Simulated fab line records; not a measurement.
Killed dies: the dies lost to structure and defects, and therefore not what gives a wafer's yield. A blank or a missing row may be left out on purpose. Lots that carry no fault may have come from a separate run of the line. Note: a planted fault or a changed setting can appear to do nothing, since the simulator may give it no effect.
Which tool did it?	flow n5Finfet	10 lots, 30 wafers sampled, at 4 steps of a route of 1938

== WHAT THE GAUGES READ, wafer by wafer ==
N5_BEOL_M8_OCD_MEAS_38.
lot	measured	on	trenchDepthNm (nm)
L981	day 9 08:43	ocd-02	91.3 93.1 92.2
L989	day 11 18:06	ocd-02	93.8 93.8 90.6
L990	day 12 05:11	ocd-01	95.1 90.9 93.6
L991	day 12 14:34	ocd-02	90.8 93.1 90.4
L995	day 13 00:20	ocd-02	91.7 93.0 94.4
L997	day 13 18:38	ocd-01	93.0 91.1 91.7
L996	day 13 18:40	ocd-02	91.5 94.8 95.2
L998	day 14 00:48	ocd-02	90.9 93.1 93.2
L101	day 14 13:53	ocd-01	93.7 93.0 90.6
L104	day 15 14:00	ocd-02	93.2 93.2 93.3

== WHAT TOOL EACH LOT RAN ON (gives the tool, then ch and the chambers of the sampled wafers, and finally the start) ==
lot	N5_BEOL_M8_DESCUM_16	N5_BEOL_M8_ETCH_72	N5_BEOL_M8_ETCH_41
L981	rieDiel-06 ch 0,3, day 9 07:20	rieDiel-05 ch 2,3, day 9 08:19	rieDiel-05 ch 2,3, day 9 08:43 or earlier
L989	rieDiel-05 ch 0,1, day 11 16:33	rieDiel-02 ch 1,2,3, day 11 17:42	rieDiel-02 ch 1,2,3, day 11 18:06 or earlier
L990	rieDiel-05 ch 1,2,3, day 12 01:29	rieDiel-05 ch 0,2,3, day 12 04:47	rieDiel-05 ch 0,2,3, day 12 05:11 or earlier
L991	rieDiel-06 ch 0,2, day 12 10:40	rieDiel-05 ch 2,3, day 12 14:10	rieDiel-05 ch 2,3, day 12 14:34 or earlier
L995	rieDiel-02 ch 0,1,3, day 12 22:49	rieDiel-06 ch 0,1,2, day 12 23:56	rieDiel-06 ch 0,1,2, day 13 00:20 or earlier
L997	rieDiel-02 ch 1,2,3, day 13 16:19	rieDiel-05 ch 1,2,3, day 13 18:14	rieDiel-05 ch 1,2,3, day 13 18:38 or earlier
L996	rieDiel-06 ch 0,1,2, day 13 16:40	rieDiel-06 ch 1,2,3, day 13 18:16	rieDiel-06 ch 1,2,3, day 13 18:40 or earlier
L998	rieDiel-06 ch 0,2, day 13 21:44	rieDiel-05 ch 2,3, day 14 00:24	rieDiel-05 ch 2,3, day 14 00:48 or earlier
L101	rieDiel-02 ch 0,1,3, day 14 12:09	rieDiel-02 ch 1,2,3, day 14 13:29	rieDiel-02 ch 1,2,3, day 14 13:53 or earlier
L104	rieDiel-02 ch 0,1, day 15 12:16	rieDiel-02 ch 1,3, day 15 13:36	rieDiel-02 ch 1,3, day 15 14:00 or earlier
- N5_BEOL_M8_DESCUM_16: chemistry O2, time 7.9 s.
- N5_BEOL_M8_ETCH_72: etches underlayer in N2/H2, target depth 6.5 nm, time 5.2 s.
- N5_BEOL_M8_ETCH_41: etches SiCN in CH3F/O2, target depth 31.9 nm, time 57.8 s.

== WHAT THE TOOLS THEMSELVES READ (means of the sampled wafers that have a number; where no wafer has one, the mark that the record gives instead) ==
N5_BEOL_M8_DESCUM_16.
lot	tool	drypumpMotorCurrentA (A)	oesProductAu (a.u.)	rfVppV (V)	showerheadPlenumPTorr (Torr)	throttleValvePct (%)
L981	rieDiel-06	5.8	0.75	243.0	2.12	20.67
L989	rieDiel-05	5.7	0.85	243.0	2.06	20.28
L990	rieDiel-05	5.2	0.77	244.0	2.16	20.49
L991	rieDiel-06	5.6	0.86	242.4	2.04	20.65
L995	rieDiel-02	6.2	0.81	243.3	2.11	20.23
L997	rieDiel-02	6.1	0.79	243.9	2.14	20.30
L996	rieDiel-06	5.6	0.82	242.7	2.09	20.69
L998	rieDiel-06	5.3	0.76	242.5	2.01	20.79
L101	rieDiel-02	6.2	0.79	242.9	2.11	20.25
L104	rieDiel-02	6.5	0.73	243.9	2.15	20.29

N5_BEOL_M8_ETCH_72.
lot	tool	drypumpMotorCurrentA (A)	etchRfOnTimeS (s)	h2FlowSccm (sccm)	oesProductAu (a.u.)	rfVppV (V)	showerheadPlenumPTorr (Torr)	throttleValvePct (%)
L981	rieDiel-05	5.1	5.26	200.2	0.65	527.1	2.66	17.86
L989	rieDiel-02	6.1	5.22	199.7	0.69	525.0	2.60	17.71
L990	rieDiel-05	5.4	5.19	199.6	0.68	526.0	2.60	17.74
L991	rieDiel-05	5.0	5.33	199.6	0.62	526.3	2.65	17.90
L995	rieDiel-06	5.6	5.22	200.6	0.71	523.2	2.54	18.13
L997	rieDiel-05	5.2	5.49	180.5	0.63	526.8	2.56	17.46
L996	rieDiel-06	5.6	5.13	199.8	0.68	525.0	2.59	18.11
L998	rieDiel-05	5.3	5.51	180.0	0.63	526.1	2.61	17.28
L101	rieDiel-02	6.1	5.20	200.3	0.67	525.2	2.59	17.74
L104	rieDiel-02	6.1	5.30	199.6	0.71	524.8	2.54	17.62

N5_BEOL_M8_ETCH_41.
lot	tool	drypumpMotorCurrentA (A)	mfcArSccm (sccm)	oesProductAu (a.u.)	rfVppV (V)	showerheadPlenumPTorr (Torr)	throttleValvePct (%)
L981	rieDiel-05	5.0	150.4	0.76	299.8	2.08	16.32
L989	rieDiel-02	6.1	150.3	0.81	298.7	2.03	16.12
L990	rieDiel-05	5.4	149.9	0.80	298.2	2.04	16.20
L991	rieDiel-05	5.0	150.4	0.73	298.3	2.07	16.37
L995	rieDiel-06	5.6	149.8	0.84	297.5	1.99	16.50
L997	rieDiel-05	5.2	150.3	0.76	298.6	2.06	16.43
L996	rieDiel-06	5.6	150.0	0.79	297.3	2.04	16.48
L998	rieDiel-05	5.3	149.9	0.76	298.8	2.10	16.29
L101	rieDiel-02	6.1	149.7	0.78	298.3	2.03	16.16
L104	rieDiel-02	6.0	149.8	0.84	297.0	1.99	16.07

== THE ANSWER, worked out from the rows above alone ==
Rule: the lots themselves supply what counts as usual. The widest of any qualifying gaps counts: lots, ordered by their means at a reading, are off when they make up no more than a third of the lots, leave a main group of 4 or more, and stand apart from it by 3 or more times the standard deviation of that group's means. A main group is skipped when, at the precision printed for the reading in the tables above, its means are all equal. Also off: a lot with no number at a reading for which 4 or more lots have one. Any other lot the step has rows for is counted as sound. The gauges are gone through in route order, then the tools' own readings, and for those a lot's mean is taken as printed above. At the first step where some lot is off, the reading lying furthest off is the one used; lots without a number count as furthest.
Off, at N5_BEOL_M8_ETCH_72 on h2FlowSccm: L997, L998. The main group has a mean of 199.9 sccm with a standard deviation of 0.36.
If a tool, at that step or one of the process steps before it, ran each lot that is off and ran no sound lot following the first of them, it fits. One candidate fits, namely rieDiel-05 at N5_BEOL_M8_ETCH_72. Its last sound lot is L991 (day 12 14:10), its first lot that is off L997 (day 13 18:14): a fault that began between those two fits.
The tool's own readings at N5_BEOL_M8_ETCH_72 bear it out: on the lots that are off they differ by more than 5 times the standard deviation of the sound lots' means. h2FlowSccm reads 180.2 sccm there against 199.9 sccm on the sound lots.

== WHAT THE SIMULATOR PUT IN ==
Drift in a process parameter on rieDiel-05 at N5_BEOL_M8_ETCH_72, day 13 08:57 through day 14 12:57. The setting h2FlowSccm was moved by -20, starting from 200. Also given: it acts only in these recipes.
Struck lots among those shown: L997, L998. This agrees with what the rule above found.
